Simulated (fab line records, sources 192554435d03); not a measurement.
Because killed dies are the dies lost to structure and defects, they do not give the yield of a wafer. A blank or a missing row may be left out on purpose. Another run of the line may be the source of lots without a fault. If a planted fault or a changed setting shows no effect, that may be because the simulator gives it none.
fab line records -- flow n5-finfet
record lots=6, wafers=18, last-day=19
route steps=1938 shown BEOL_M7@1290 PASSIVATION@1936
lots that met no fault: taken from a fault-free run of the same line
start-h: the number of hours between the record's first day and the start of the first shown wafer of the lot -- wait-h: hours from the lot's prior step to this one -- " the same as in the row above -- L1.1+2: several wafers, shown together as one row -- - no value, or no start was given -- * or withheld: withheld -- < > ~ a bound
route shown NAME@n: names a module that has steps shown in the file, with the first one's number in the route -- usual: mean and standard deviation over wafers with no fault -- same: alike in all rows -- chamber/n: place in a boat -- sites: the reading at each site -- _std_site: the standard deviation of these -- _edge_site: inner sites' mean taken away from outer sites' mean -- radius-mm: how far each site lies from the wafer's centre -- mask NAME#n: copy n -- behind: the most recent tool/chamber to have shaped the wafer -- hold: reason for holding the lot/hours on hold/outcome of the hold -- device: the transistor (n, p or np) that didn't switch -- end of line: tests run on the same wafers once the route is complete -- where a step has no rows: the recipe by itself -- killed: at the first sort, the dies lost to defects and structure; wafer yield is something else -- map: dies across one wafer; x = killed, . = not, _ = none there
set.NAME: setting as actually run; set.NAME@STEP: the setting as run at that earlier step -- model.NAME: the simulator's own value behind a step, which no gauge read
lots at selected steps of the route; one table per step, one row per wafer
services: from which hour (start-h, from the record's first day; less than 0 if before it) a tool's chamber was out of use, for how many hours, and why
## steps
# step N5_BEOL_M7_COAT_22
# recipe resist=CAR-EUV, spin-rpm=1500, resist-thk-nm=30
# step N5_BEOL_M7_EBR_24
# recipe solvent=PGMEA, ebr-width-mm=1.5
# step N5_BEOL_M7_SOFTBAKE_23
# recipe temp-c=110, time-s=60, resist=CAR-EUV
# step N5_BEOL_M7_EXPOSE_25
# recipe mask-id=V6, na=0.33, source-shape=annular, sigma-inner=0.4, sigma-outer=0.8, polarization=unpolarized, target-cd-nm=40, dose-mj=42.5
# step N5_BEOL_M7_PEB_26
# recipe peb-temp-c=100, peb-time-s=60, resist=CAR-EUV
# step N5_BEOL_M7_DEVELOP_27
# recipe develop-time-s=30, developer=TMAH, resist=CAR-EUV, rinse-liquid=surfactant-rinse, dry=air-spin, dev-temp-c=23
# step N5_BEOL_M7_CD_MEAS_28
# recipe target-cd-nm=40, landing-energy-ev=500, detector=se-inlens
# usual cd-nm=39.93/0.24
lot.wafer,tool,chamber,start-h,wait-h,cd-nm
L183.1,cd-sem-03,0,202.94,-,39.84
L183.4,cd-sem-03,0,202.94,-,39.68
L183.5,cd-sem-03,0,202.94,-,39.36
L187.2,cd-sem-03,0,228.58,-,39.98
L187.4,cd-sem-03,0,228.58,-,40.38
L187.5,cd-sem-03,0,228.58,-,40.00
L192.1,cd-sem-01,0,255.70,-,39.72
L192.2,cd-sem-01,0,255.70,-,40.02
L192.4,cd-sem-01,0,255.70,-,39.67
L195.1,cd-sem-02,0,296.70,-,39.90
L195.2,cd-sem-02,0,296.70,-,40.12
L195.5,cd-sem-02,0,296.70,-,39.75
L199.1,cd-sem-01,0,306.47,-,39.91
L199.2,cd-sem-01,0,306.47,-,40.12
L199.5,cd-sem-01,0,306.47,-,40.58
L205.2,cd-sem-02,0,359.77,-,39.93
L205.4,cd-sem-02,0,359.77,-,40.41
L205.5,cd-sem-02,0,359.77,-,39.92
# step N5_BEOL_M7_OVL_MEAS_29
# recipe points-per-wafer=522
# usual V6_OVL=-0.1/0.59
# same points-per-wafer=522
lot.wafer,tool,chamber,start-h,wait-h,V6_OVL[nm]
L183.1,overlay-01,0,202.97,0.0,0.1
L183.4,overlay-01,0,202.97,0.0,1.0
L183.5,overlay-01,0,202.97,0.0,-0.2
L187.2,overlay-01,0,228.62,0.0,-0.8
L187.4,overlay-01,0,228.62,0.0,0.1
L187.5,overlay-01,0,228.62,0.0,-0.6
L192.1,overlay-01,0,255.73,0.0,0.3
L192.2,overlay-01,0,255.73,0.0,0.3
L192.4,overlay-01,0,255.73,0.0,0.1
L195.1,overlay-02,0,296.73,0.0,-0.2
L195.2,overlay-02,0,296.73,0.0,0.3
L195.5,overlay-02,0,296.73,0.0,0.3
L199.1,overlay-02,0,306.50,0.0,-0.8
L199.2,overlay-02,0,306.50,0.0,-0.4
L199.5,overlay-02,0,306.50,0.0,-1.0
L205.2,overlay-02,0,359.81,0.0,0.0
L205.4,overlay-02,0,359.81,0.0,0.5
L205.5,overlay-02,0,359.81,0.0,0.6
# step N5_BEOL_M7_INSPECT_30
# recipe mode=adi, inspect-instrument=brightfield
# usual raw-defect-count=413/100
lot.wafer,tool,chamber,start-h,wait-h,raw-defect-count
L183.1,defect-inspect-02,-,203.03,0.1,341
L183.4,defect-inspect-02,-,203.03,0.1,413
L183.5,defect-inspect-02,-,203.03,0.1,381
L187.2,defect-inspect-02,-,228.67,0.0,366
L187.4,defect-inspect-02,-,228.67,0.0,343
L187.5,defect-inspect-02,-,228.67,0.0,416
L192.1,defect-inspect-02,-,255.79,0.1,561
L192.2,defect-inspect-02,-,255.79,0.1,399
L192.4,defect-inspect-02,-,255.79,0.1,522
L195.1,defect-inspect-01,-,296.79,0.1,529
L195.2,defect-inspect-01,-,296.79,0.1,376
L195.5,defect-inspect-01,-,296.79,0.1,565
L199.1,defect-inspect-01,-,306.56,0.1,467
L199.2,defect-inspect-01,-,306.56,0.1,483
L199.5,defect-inspect-01,-,306.56,0.1,544
L205.2,defect-inspect-02,-,359.86,0.0,571
L205.4,defect-inspect-02,-,359.86,0.0,429
L205.5,defect-inspect-02,-,359.86,0.0,452
# step N5_BEOL_M7_DESCUM_33
# recipe chemistry=O2, time-s=7, source-power-w=50, bias-power-w=20, pressure-mtorr=20, rf-frequency-hz=2.712e+07, temp-c=40, resist=CAR-EUV, o2-flow-sccm=225
# usual drypump-motor-current-A=5.9/0.53, oes-product-au=0.80/0.077, rf-fwd-power-W=49.46/0.2, rf-vpp-V=243.2/1.3, showerhead-plenum-p-Torr=2.10/0.064, throttle-valve-pct=20.32/0.25
lot.wafer,tool,chamber,start-h,wait-h,drypump-motor-current-A,oes-product-au,rf-fwd-power-W,rf-hours-counter-h,rf-vpp-V,showerhead-plenum-p-Torr,throttle-valve-pct
L183.1,rie-diel-03,2,203.37,0.3,5.8,0.74,49.63,147,242.5,2.10,20.25
L183.4,rie-diel-03,0,203.37,0.3,4.9,0.77,49.82,144,243.4,2.10,20.16
L183.5,rie-diel-03,0,203.37,0.3,4.9,0.77,49.71,-,242.8,2.10,20.16
L187.2,rie-diel-03,0,228.70,0.0,4.9,0.77,49.70,153,242.7,2.09,20.17
L187.4,rie-diel-03,1,228.70,0.0,6.0,0.72,49.48,185,244.4,2.15,20.82
L187.5,rie-diel-03,3,228.70,0.0,6.6,0.88,49.42,-,242.5,2.13,20.18
L192.1,rie-diel-01,0,255.83,0.0,6.4,0.79,49.36,128,242.5,2.09,20.10
L192.2,rie-diel-01,2,255.83,0.0,5.7,0.83,49.19,66,244.4,2.11,20.26
L192.4,rie-diel-01,3,255.83,0.0,5.4,0.91,49.74,20,243.3,2.06,20.09
L195.1,rie-diel-01,0,296.82,0.0,6.5,0.78,49.54,140,243.7,2.09,20.13
L195.2,rie-diel-01,1,296.82,0.0,5.8,0.85,49.56,71,243.6,2.22,20.01
L195.5,rie-diel-01,1,296.82,0.0,5.8,0.84,49.56,-,244.5,2.22,20.00
L199.1,rie-diel-01,3,306.66,0.1,5.4,0.88,49.75,35,241.4,2.06,20.12
L199.2,rie-diel-01,2,306.66,0.1,5.7,0.81,49.04,76,243.1,2.11,20.27
L199.5,rie-diel-01,0,306.66,0.1,6.4,0.78,49.40,-,242.5,2.08,20.13
L205.2,rie-diel-03,0,360.07,0.2,4.9,0.74,49.50,192,240.7,2.08,20.23
L205.4,rie-diel-03,1,360.07,0.2,6.0,0.68,49.55,225,244.2,2.14,20.90
L205.5,rie-diel-03,3,360.07,0.2,6.6,0.82,49.40,-,243.6,2.12,20.25
# step N5_BEOL_M7_ETCH_72
# recipe chemistry=N2/H2, target=underlayer, target-depth-a=65, mask-material=CAR-EUV, time-s=5.2, ion-energy-ev=200, pressure-mtorr=30, source-w=840, bias-w=150, n2-flow-sccm=200, h2-flow-sccm=200, ends=cleared
# usual drypump-motor-current-A=5.9/0.52, etch-rf-on-time-s=5.17/0.1, oes-product-au=0.68/0.068, rf-fwd-power-W=819.4/2.5, rf-vpp-V=524.2/2.7, showerhead-plenum-p-Torr=2.55/0.078, throttle-valve-pct=17.76/0.29
lot.wafer,tool,chamber,start-h,wait-h,drypump-motor-current-A,etch-rf-on-time-s,oes-product-au,rf-fwd-power-W,rf-hours-counter-h,rf-vpp-V,showerhead-plenum-p-Torr,throttle-valve-pct
L183.1,rie-diel-03,2,203.40,0.0,5.8,5.13,0.63,819.0,147,525.6,2.55,17.75
L183.4,rie-diel-03,0,203.40,0.0,4.9,5.18,0.67,817.5,144,523.2,2.54,17.59
L183.5,rie-diel-03,0,203.40,0.0,4.9,5.18,0.66,820.8,-,525.0,2.54,17.57
L187.2,rie-diel-03,0,228.74,0.0,4.9,5.20,0.66,816.1,153,522.8,2.53,17.62
L187.4,rie-diel-03,1,228.74,0.0,6.0,5.28,0.61,820.7,185,525.8,2.63,18.30
L187.5,rie-diel-03,3,228.74,0.0,6.6,5.02,0.76,814.3,-,526.7,2.59,17.56
L192.1,rie-diel-01,0,255.86,0.0,6.4,5.19,0.68,816.1,128,524.5,2.55,17.67
L192.2,rie-diel-01,2,255.86,0.0,5.7,5.23,0.70,817.9,66,524.6,2.60,17.82
L192.4,rie-diel-01,3,255.86,0.0,5.4,5.02,0.79,818.0,20,523.0,2.48,17.26
L195.1,rie-diel-01,0,296.85,0.0,6.4,5.21,0.66,818.1,140,523.8,2.55,17.69
L195.2,rie-diel-01,1,296.85,0.0,5.8,5.05,0.72,820.8,71,528.2,2.68,17.43
L195.5,rie-diel-01,1,296.85,0.0,5.7,5.02,0.73,820.7,-,528.1,2.68,17.41
L199.1,rie-diel-01,3,306.70,0.0,5.4,5.08,0.77,814.4,35,520.8,2.47,17.26
L199.2,rie-diel-01,2,306.70,0.0,5.7,5.29,0.68,818.0,76,525.2,2.60,17.88
L199.5,rie-diel-01,0,306.70,0.0,6.5,5.20,0.67,820.6,-,526.2,2.55,17.70
L205.2,rie-diel-03,0,360.11,0.0,4.9,5.17,0.63,822.3,192,522.7,2.52,17.70
L205.4,rie-diel-03,1,360.11,0.0,6.1,5.28,0.59,817.4,225,525.3,2.61,18.37
L205.5,rie-diel-03,3,360.11,0.0,6.6,4.99,0.70,819.8,-,527.2,2.57,17.60
# step N5_BEOL_M7_ETCH_65
# recipe chemistry=CF4, target=SiARC, target-depth-a=156, mask-material=CAR-EUV, time-s=26, ion-energy-ev=80, pressure-mtorr=40, source-w=545, bias-w=36, Ar_flow_sccm=100, cf4-flow-sccm=100, ends=cleared
# usual drypump-motor-current-A=5.9/0.52, etch-rf-on-time-s=25.8/0.52, oes-product-au=0.68/0.069, rf-fwd-power-W=532.6/2.7, rf-vpp-V=184.2/1.1, showerhead-plenum-p-Torr=2.15/0.06, throttle-valve-pct=15.52/0.28
lot.wafer,tool,chamber,start-h,wait-h,drypump-motor-current-A,etch-rf-on-time-s,oes-product-au,rf-fwd-power-W,rf-hours-counter-h,rf-vpp-V,showerhead-plenum-p-Torr,throttle-valve-pct
L183.1,rie-diel-03,2,203.42,0.0,5.7,25.8,0.63,536.7,147,186.2,2.15,15.49
L183.4,rie-diel-03,0,203.42,0.0,4.9,26.2,0.67,534.1,144,184.6,2.15,15.36
L183.5,rie-diel-03,0,203.42,0.0,4.9,26.4,0.66,532.8,-,184.0,2.15,15.37
L187.2,rie-diel-03,0,228.75,0.0,4.9,26.0,0.66,534.7,153,183.8,2.14,15.39
L187.4,rie-diel-03,1,228.75,0.0,6.1,26.0,0.63,529.8,185,183.6,2.21,16.08
L187.5,rie-diel-03,3,228.75,0.0,6.6,24.9,0.76,531.5,-,183.9,2.18,15.31
L192.1,rie-diel-01,0,255.88,0.0,6.5,26.2,0.67,530.0,128,183.6,2.15,15.43
L192.2,rie-diel-01,2,255.88,0.0,5.7,25.8,0.70,531.5,66,185.1,2.17,15.48
L192.4,rie-diel-01,3,255.88,0.0,5.4,25.8,0.78,533.7,20,184.2,2.11,15.21
L195.1,rie-diel-01,0,296.87,0.0,6.4,26.1,0.67,530.9,140,183.8,2.14,15.47
L195.2,rie-diel-01,1,296.87,0.0,5.7,24.9,0.73,529.9,71,185.6,2.25,15.11
L195.5,rie-diel-01,1,296.87,0.0,5.8,24.7,0.73,530.7,-,183.8,2.25,15.12
L199.1,rie-diel-01,3,306.71,0.0,5.4,25.6,0.75,534.4,35,184.2,2.10,15.22
L199.2,rie-diel-01,2,306.71,0.0,5.7,26.2,0.69,529.3,76,184.7,2.16,15.51
L199.5,rie-diel-01,0,306.71,0.0,6.4,26.2,0.67,531.4,-,183.3,2.14,15.46
L205.2,rie-diel-03,0,360.12,0.0,4.9,25.8,0.63,534.9,192,184.6,2.13,15.46
L205.4,rie-diel-03,1,360.12,0.0,6.1,26.2,0.59,529.7,225,182.6,2.20,16.14
L205.5,rie-diel-03,3,360.12,0.0,6.6,24.9,0.72,530.8,-,184.0,2.17,15.40
# step N5_BEOL_M7_ETCH_66
# recipe chemistry=N2/H2, target=SOC, target-depth-a=800, overetch-a=160, mask-material=SiARC, temp-c=40, time-s=120, ion-energy-ev=200, pressure-mtorr=30, source-w=840, bias-w=150, n2-flow-sccm=200, h2-flow-sccm=200
# usual drypump-motor-current-A=5.9/0.52, oes-product-au=0.61/0.057, rf-fwd-power-W=836.0/2.6, rf-vpp-V=524.1/2.3, showerhead-plenum-p-Torr=2.55/0.078, throttle-valve-pct=17.71/0.3
lot.wafer,tool,chamber,start-h,wait-h,drypump-motor-current-A,oes-product-au,rf-fwd-power-W,rf-hours-counter-h,rf-vpp-V,showerhead-plenum-p-Torr,throttle-valve-pct,model.SiARC_of_BEOL_M7_COAT_64.thk-nm,model.BEOL_M7.cd-nm
L183.1,rie-diel-03,2,203.45,0.0,5.8,0.57,837.2,147,525.0,2.55,17.72,6.6,40
L183.4,rie-diel-03,0,203.45,0.0,4.9,0.60,834.7,144,525.1,2.54,17.55,6.6,39.2
L183.5,rie-diel-03,0,203.45,0.0,4.9,0.60,835.9,-,522.7,2.54,17.54,6.6,39.4
L187.2,rie-diel-03,0,228.78,0.0,5.0,0.60,838.4,153,524.6,2.53,17.57,6.4,39.4
L187.4,rie-diel-03,1,228.78,0.0,6.1,0.56,837.5,185,525.6,2.63,18.29,6.6,39.6
L187.5,rie-diel-03,3,228.78,0.0,6.6,0.67,835.5,-,525.3,2.59,17.50,6.2,39.8
L192.1,rie-diel-01,0,255.90,0.0,6.5,0.61,838.7,128,522.8,2.55,17.63,6.6,40.2
L192.2,rie-diel-01,2,255.90,0.0,5.7,0.63,833.5,66,525.8,2.60,17.79,6.4,40
L192.4,rie-diel-01,3,255.90,0.0,5.4,0.70,837.1,20,522.9,2.48,17.19,6,39.8
L195.1,rie-diel-01,0,296.90,0.0,6.4,0.60,834.2,140,522.7,2.55,17.66,3.4,41.4
L195.2,rie-diel-01,1,296.90,0.0,5.8,0.64,839.2,71,527.8,2.68,17.39,6.4,40
L195.5,rie-diel-01,1,296.90,0.0,5.8,0.64,839.0,-,528.5,2.68,17.38,3,41.4
L199.1,rie-diel-01,3,306.74,0.0,5.4,0.67,836.5,35,523.1,2.47,17.22,2.8,41.4
L199.2,rie-diel-01,2,306.74,0.0,5.7,0.62,834.5,76,525.0,2.59,17.82,6.4,40.4
L199.5,rie-diel-01,0,306.74,0.0,6.5,0.61,837.5,-,524.4,2.55,17.65,3.4,42.2
L205.2,rie-diel-03,0,360.15,0.0,4.9,0.57,834.9,192,522.7,2.52,17.63,6.4,39.6
L205.4,rie-diel-03,1,360.15,0.0,6.1,0.53,835.3,225,524.8,2.61,18.36,6.6,40
L205.5,rie-diel-03,3,360.15,0.0,6.7,0.62,831.1,-,523.2,2.57,17.58,6.2,40
# step N5_BEOL_M7_STRIP_69
# recipe chemistry=N2/H2, temp-c=40, n2-flow-sccm=200, h2-flow-sccm=200, rf-frequency-hz=6e+07
# step N5_BEOL_M7_STRIP_73
# recipe chemistry=N2/H2, temp-c=40, n2-flow-sccm=200, h2-flow-sccm=200, rf-frequency-hz=6e+07
# step N5_BEOL_M7_VIA_ETCH_34
# recipe chemistry=C4F6/O2, target=SiCOH_lowk, target-depth-a=1255, mask-material=SOC, taper-deg=4, time-s=50.5, ion-energy-ev=250, pressure-mtorr=30, source-w=345, bias-w=185, Ar_flow_sccm=300, C4F6_flow_sccm=10, O2_flow_sccm=10
# usual C4F6_flow_sccm=10.00/0.031, drypump-motor-current-A=5.9/0.53, oes_f_703_au=0.81/0.077, oes-product-au=0.80/0.08, rf-fwd-power-W=341.9/1.4, rf-vpp-V=658/9.8, showerhead-plenum-p-Torr=2.86/0.076, throttle-valve-pct=20.81/0.29
lot.wafer,tool,chamber,start-h,wait-h,C4F6_flow_sccm,drypump-motor-current-A,oes_f_703_au,oes-product-au,rf-fwd-power-W,rf-hours-counter-h,rf-vpp-V,showerhead-plenum-p-Torr,throttle-valve-pct,model.BEOL_M7.cd-nm
L183.1,rie-diel-03,2,203.55,0.0,10.05,5.8,0.74,0.74,344.1,147,655,2.86,20.79,39.8
L183.4,rie-diel-03,0,203.55,0.0,10.01,4.9,0.78,0.77,342.4,144,664,2.86,20.64,39.2
L183.5,rie-diel-03,0,203.55,0.0,10.00,4.9,0.78,0.77,342.1,-,664,2.86,20.64,39.2
L187.2,rie-diel-03,0,228.88,0.0,10.02,4.9,0.77,0.76,341.9,153,664,2.85,20.64,39.4
L187.4,rie-diel-03,1,228.88,0.0,9.98,6.1,0.74,0.71,342.5,185,652,2.93,21.31,39.6
L187.5,rie-diel-03,3,228.88,0.0,9.96,6.6,0.90,0.87,341.0,-,656,2.91,20.72,40
L192.1,rie-diel-01,0,256.01,0.0,10.01,6.4,0.79,0.80,341.3,128,654,2.84,20.60,40.2
L192.2,rie-diel-01,2,256.01,0.0,10.02,5.7,0.81,0.83,341.8,66,667,2.88,20.79,39.8
L192.4,rie-diel-01,3,256.01,0.0,9.98,5.4,0.93,0.91,345.3,20,679,2.80,20.50,39.6
L195.1,rie-diel-01,0,297.00,0.0,10.00,6.4,0.78,0.78,340.5,140,656,2.84,20.59,41.4
L195.2,rie-diel-01,1,297.00,0.0,10.05,5.8,0.88,0.84,341.8,71,650,2.98,20.32,40
L195.5,rie-diel-01,1,297.00,0.0,10.08,5.8,0.88,0.85,341.3,-,649,2.98,20.32,41.2
L199.1,rie-diel-01,3,306.84,0.0,9.97,5.4,0.89,0.88,343.9,35,680,2.80,20.53,41.4
L199.2,rie-diel-01,2,306.84,0.0,10.05,5.7,0.81,0.80,340.1,76,667,2.88,20.78,40.4
L199.5,rie-diel-01,0,306.84,0.0,9.99,6.4,0.78,0.77,342.5,-,654,2.83,20.62,42
L205.2,rie-diel-03,0,360.25,0.0,10.00,4.9,0.74,0.74,342.3,192,663,2.83,20.71,39.6
L205.4,rie-diel-03,1,360.25,0.0,9.99,6.0,0.71,0.68,339.8,225,651,2.91,21.39,39.8
L205.5,rie-diel-03,3,360.25,0.0,10.00,6.6,0.84,0.82,341.8,-,654,2.89,20.79,40
# step N5_BEOL_M7_STRIP_76
# recipe chemistry=C4F6/O2, resist=SiARC, rf-frequency-hz=6e+07
# step N5_PASSIVATION_PROBE_49
# usual defect-limited-yield=91.0/1.6, killed_at_M0_to_M3=35/11, killed_at_M4_up=14/5.3, killed-at-contacts=13/6.7, killed-at-front-end=41/12, killed-at-other=3.9/2.7, killed-dies=106/19, killed-open=70/14, killed-short=35/8.8, sort_bin_4_leakage=0.01/0.058, sort_bin_5_function=5.3/1, sort_bin_6_memory=3.3/0.81, sort_bin_8_speed=0.00/0.0072, sort-n-pass=1073/19, sort-yield-pct=91.0/1.6
# same gross-dies=1180, killed-at-back-side=0
lot.wafer,tool,chamber,start-h,wait-h,defect-limited-yield[%],killed_at_M0_to_M3,killed_at_M4_up,killed-at-contacts,killed-at-front-end,killed-at-other,killed-dies,killed-open,killed-short,sort_bin_4_leakage[%],sort_bin_5_function[%],sort_bin_6_memory[%],sort_bin_8_speed[%],sort-n-pass,sort-yield-pct[%]
L192.1,prober-01,-,335.31,0.0,92.5,26,17,3,38,4,88,67,20,0,4.2,3.2,0,1092,92.5
L192.2,prober-01,-,335.36,0.1,91.4,35,18,5,39,5,102,68,34,0,5.1,3.2,0,1078,91.4
L192.4,prober-01,-,335.46,0.2,89.5,38,16,21,45,4,124,75,48,0,5.6,4.5,0,1056,89.5
L205.2,prober-01,-,450.06,0.1,88.1,43,16,23,57,1,140,96,42,0,6.7,4.7,0,1040,88.1
L205.4,prober-01,-,450.16,0.2,92.5,25,4,16,42,1,88,54,34,0,4.7,2.5,0,1092,92.5
L205.5,prober-01,-,450.21,0.2,89.8,42,13,7,54,4,120,73,45,0,6.3,3.1,0,1060,89.8
# killed by level:class
L192.1 STI_FIN_REVEAL:geometric-particle:open=14 BEOL_M4:geometric-particle:open=10 FIN_SAQP:geometric-particle:open=8 BEOL_M3:geometric-particle:open=8 BEOL_M1:geometric-particle:open=7 FIN_SAQP:geometric-particle:short=4 MOL_CONTACT_COAG:geometric-particle:open=3 BEOL_M0_SAQP:geometric-particle:open=3
L192.2 BEOL_M4:geometric-particle:open=12 BEOL_M0_SAQP:geometric-particle:open=11 FIN_SAQP:geometric-particle:short=10 BEOL_M0_SAQP:geometric-particle:short=10 FIN_SAQP:geometric-particle:open=9 BEOL_M0:geometric-particle:open=6 STI_FIN_REVEAL:geometric-particle:open=5 DUMMY_GATE:geometric-particle:open=5
L192.4 STI_FIN_REVEAL:geometric-particle:open=16 MOL_CONTACT_COAG:geometric-particle:open=14 BEOL_M0_SAQP:geometric-particle:short=14 FIN_SAQP:geometric-particle:short=9 MOL_CONTACT_COAG:geometric-particle:short=7 DUMMY_GATE:geometric-particle:open=6 BEOL_M0_SAQP:geometric-particle:open=6 BEOL_M4:geometric-particle:open=6
L205.2 STI_FIN_REVEAL:geometric-particle:open=23 MOL_CONTACT_COAG:geometric-particle:open=18 BEOL_M0_SAQP:geometric-particle:short=14 BEOL_M0_SAQP:geometric-particle:open=12 STARTING-WAFER:geometric-particle:open=8 BEOL_M4:geometric-particle:open=7 BEOL_M2:geometric-particle:open=7 FIN_SAQP:geometric-particle:open=5
L205.4 MOL_CONTACT_COAG:geometric-particle:open=14 STI_FIN_REVEAL:geometric-particle:open=9 FIN_SAQP:geometric-particle:open=7 FIN_SAQP:geometric-particle:short=7 BEOL_M0_SAQP:geometric-particle:short=7 BEOL_M0_SAQP:geometric-particle:open=5 BEOL_M1:geometric-particle:short=4 DUMMY_GATE:geometric-particle:open=4
L205.5 STI_FIN_REVEAL:geometric-particle:open=16 BEOL_M0_SAQP:geometric-particle:short=13 BEOL_M0_SAQP:geometric-particle:open=13 FIN_SAQP:geometric-particle:short=10 GATE_CUT:geometric-particle:short=8 BEOL_M2:geometric-particle:open=7 MOL_CONTACT_COAG:geometric-particle:open=6 FIN_SAQP:geometric-particle:open=5
## services
tool,chamber,start-h,hours,kind
rie-diel-01,3,216.72,5.4,repair
rie-diel-01,-,271.77,2.8,pm
rie-diel-01,2,285.53,14.8,repair
## key
first-sign none at tools or gauges
model-effect step=N5_BEOL_M7_ETCH_66, value=SiARC_of_BEOL_M7_COAT_64.thk-nm, without=6.45, struck=3.15
model-effect step=N5_BEOL_M7_VIA_ETCH_34, value=BEOL_M7.cd-nm, without=40.1, struck=41.5
met-at N5_BEOL_M7_ETCH_66
struck-wafers L195.1,L195.5,L199.1,L199.5
onset-between 255.90 296.90
fault kind=process-parameter-drift, tool=rie-diel-01, chamber=-, onset-h=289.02, steps=N5_BEOL_M7_ETCH_66, channel=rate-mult, offset=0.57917, shape=step, end-h=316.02, scope=struck-wafers-only
